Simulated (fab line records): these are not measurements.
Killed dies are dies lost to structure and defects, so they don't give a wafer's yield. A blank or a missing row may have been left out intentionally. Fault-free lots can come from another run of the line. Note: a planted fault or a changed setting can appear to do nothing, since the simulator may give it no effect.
A lot that was struck, set against a sound lot ; flow n5 finfet ; 15 out of 1938 route steps
Sound: the wafers L653.3, L653.4, L653.5. Struck: wafer L660.4. (L660.3 of the same lot was not struck and is left out.) The cause comes at the end.
Order at every step that has rows: each side's tool, ch and its chambers, its first start. Under that, the readings that differ: sound wafers ; struck wafers ; difference of the means ; sigmas: that difference in standard deviations of wafers without a fault.
alike: readings whose means differ by less than 2 such deviations, and words and numbers that are the same on both sides. not compared: withheld readings, readings that some wafer has no value for, bounds like >300 that may hide the same value, and numbers for which the record gives no deviation and whose values overlap.
A row with sigmas, a row that says differs or no value, or rows on one side alone: a step with any of these is where the two part. Non-overlapping numbers with no deviation appear without sigmas and do not part them. Lack of a reading on every wafer of one side parts them only where that side has two or more wafers.

first, 2 steps without rows for these wafers: N5_BEOL_M1_SPUTTER_92 (material Cu, target thk 4.5 nm, time 8.29 s); N5_BEOL_M1_ANNEAL_93 (time 240 s).
N5_BEOL_M1_SPUTTER_94: material Cu, target thk 4.5 nm, time 8.29 s.
  sound on pvd sputter-02 at day 8 06:29; struck on pvd sputter-02 at day 10 04:17
reading;sound;struck;difference;sigmas
chamber pressure pa (Pa);0.07005 0.06997 0.07007;0.06972;-0.00031;-2
  alike: throttle valve pct
then, 1 step without rows for these wafers: N5_BEOL_M1_ANNEAL_95 (time 240 s).
N5_BEOL_M1_SPUTTER_96: material Cu, target thk 4.5 nm, time 8.29 s.
  sound on pvd sputter-02 at day 8 06:43; struck on pvd sputter-02 at day 10 04:31
  alike: chamber pressure pa, throttle valve pct
then, 2 steps without rows for these wafers: N5_BEOL_M1_ECD_50 (material Cu, target thk 300 nm); N5_BEOL_M1_ANNEAL_51 (time 90 s).
N5_BEOL_M1_CMP_52: polishes, stops on SiOC, t overpolish 6.8 s, target thk 40 nm.
  sound on cmp-02 ch 1,2,3, day 8 07:18; struck on cmp-03 ch 2, day 10 05:15
  alike: barrier field endpoint s, motor current A, overpolish run s, retaining ring pressure frac, time to endpoint s
N5_BEOL_M1_THK_MEAS_53: measures by xrf.
  sound on film metro-01 at day 8 07:31; struck on film metro-01 at day 10 05:32
  alike: M1_THK
N5_BEOL_M1_PRE_CLEAN_60: time 15 s.
  sound on cvd co-02 ch 0,1, day 8 07:33; struck on cvd co-02 ch 1, day 10 05:35
  alike: heater power outer w, heater power w
N5_BEOL_M1_CO_CAP_55: material Co, precursor CCTBA/H2, target thk 2 nm, time 102.1 s.
  sound on cvd co-02 ch 0,1, day 8 07:35; struck on cvd co-02 ch 1, day 10 05:37
  alike: heater power outer w, heater power w
then, 1 step without rows for these wafers: N5_BEOL_M1_PRE_CLEAN_56 (time 15 s).
N5_BEOL_M1_DEP_57: deposits SiCN from 3MS/NH3, target thk 8 nm, time 14 s.
  sound on pecvd-03 ch 0,1,2, day 8 07:43; struck on pecvd-01 ch 0, day 10 05:46
reading;sound;struck;difference;sigmas
model.SiCN_of_BEOL_M1_DEP_57.thk nm (nm);8 8.2 8.2;8.8;+0.7;
  alike: showerhead plenum p Torr, throttle valve pct
N5_BEOL_M1_RS_MEAS_58: uses a four-point probe to measure.
  sound on film metro-02 at day 8 07:47; struck on film metro-01 at day 10 05:50
  alike: M1_RS
N5_BEOL_M4_RC_MEAS_101:
  sound on prober-01 ch 0, day 9 20:59; struck on prober-02 ch 0, day 11 16:19
  alike: DIBL_N, DIBL_P, IOFF_N, IOFF_P, ION_N, ION_P, SS_N, SS_P, VT_N, VT_P

WHERE THEY PART
Within this record, at N5_BEOL_M1_SPUTTER_94 only. Later steps at which nothing parts them and some readings are alike: N5_BEOL_M1_SPUTTER_96, N5_BEOL_M1_CMP_52, N5_BEOL_M1_THK_MEAS_53, N5_BEOL_M1_PRE_CLEAN_60, N5_BEOL_M1_CO_CAP_55, N5_BEOL_M1_DEP_57, N5_BEOL_M1_RS_MEAS_58, N5_BEOL_M4_RC_MEAS_101.

WHY: the cause the simulator had injected
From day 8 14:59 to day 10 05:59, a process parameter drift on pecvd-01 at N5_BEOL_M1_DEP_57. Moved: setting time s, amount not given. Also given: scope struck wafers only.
